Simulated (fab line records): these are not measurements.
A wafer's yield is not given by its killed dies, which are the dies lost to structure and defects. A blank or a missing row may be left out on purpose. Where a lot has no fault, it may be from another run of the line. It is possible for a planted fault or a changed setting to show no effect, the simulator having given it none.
Matching of chambers + flow nand_harc + NHARC_A_STAIRCASE_TRIM_187 on rie_diel-06: 4 sister chambers
The step chemistry O2, time 211.2 s. 14 wafers are shown with their chamber, then 7 later ones without.

## WAFERS, EACH WITH ITS CHAMBER
| wafer  | chamber | drypump_motor_current_A (A) | showerhead_plenum_p_Torr (Torr) | oes_product_au (a.u.) |
|--------|---------|-----------------------------|---------------------------------|-----------------------|
| L074.2 | 1       | 5.7                         | 3.45                            | 0.989                 |
| L074.4 | 0       | 5.7                         | 3.61                            | 0.989                 |
| L074.6 | 1       | 5.7                         | 3.45                            | 0.994                 |
| L079.1 | 0       | 5.7                         | 3.60                            | 0.997                 |
| L079.4 | 1       | 5.7                         | 3.45                            | 0.987                 |
| L079.6 | 2       | 5.5                         | 3.71                            | 1.033                 |
| L083.2 | 3       | 4.8                         | 3.68                            | 0.987                 |
| L083.5 | 3       | 4.9                         | 3.68                            | 0.987                 |
| L083.6 | 0       | 5.7                         | 3.60                            | 1.004                 |
| L088.1 | 0       | 5.7                         | 3.59                            | 1.007                 |
| L088.3 | 3       | 4.8                         | 3.67                            | 0.988                 |
| L088.6 | 0       | 5.6                         | 3.59                            | 1.006                 |
| L090.2 | 2       | 5.5                         | 3.69                            | 1.009                 |
| L090.4 | 1       | 5.7                         | 3.43                            | 0.993                 |

SIGNATURES (means of the wafers above)
| reading                  | chamber 0 | chamber 1 | chamber 2 | chamber 3 | scatter within a chamber |
|--------------------------|-----------|-----------|-----------|-----------|--------------------------|
| drypump_motor_current_A  | 5.680     | 5.700     | 5.500     | 4.833     | 0.0383                   |
| showerhead_plenum_p_Torr | 3.5980    | 3.4450    | 3.7000    | 3.6767    | 0.0092                   |
| oes_product_au           | 1.00060   | 0.99075   | 1.02100   | 0.98733   | 0.00742                  |
Rule: for a wafer and a chamber, the distance is found by dividing, reading by reading, the gap between the wafer's reading and the chamber's mean by the reading's scatter, squaring, summing and taking the root. If the next closest chamber is less than 2 further off than the closest, the wafer can't be placed; otherwise it belongs to the closest. How the scatter is found: for the shown wafers, subtract from each reading the mean of its chamber, square and add these, divide the total by (wafers less chambers), then take the root.

## WAFERS WITHOUT THEIR CHAMBER
| wafer  | drypump_motor_current_A (A) | showerhead_plenum_p_Torr (Torr) | oes_product_au (a.u.) |
|--------|-----------------------------|---------------------------------|-----------------------|
| L090.5 | 5.5                         | 3.69                            | 1.007                 |
| L094.2 | 4.8                         | 3.67                            | 1.005                 |
| L094.5 | 5.6                         | 3.43                            | 0.986                 |
| L094.6 | 5.6                         | 3.58                            | 1.021                 |
| L093.1 | 5.5                         | 3.69                            | 1.018                 |
| L093.2 | 4.8                         | 3.67                            | 0.997                 |
| L093.6 | 5.7                         | 3.43                            | 0.977                 |

## CHAMBER TAKEN BY EACH
| wafer  | from the rows above | in truth |
|--------|---------------------|----------|
| L090.5 | 2                   | 2        |
| L094.2 | 3                   | 3        |
| L094.5 | 1                   | 1        |
| L094.6 | 0                   | 0        |
| L093.1 | 2                   | 2        |
| L093.2 | 3                   | 3        |
| L093.6 | 1                   | 1        |
7 of 7 placed correctly. Left unplaced by these rows: 0. Wrongly placed: 0.
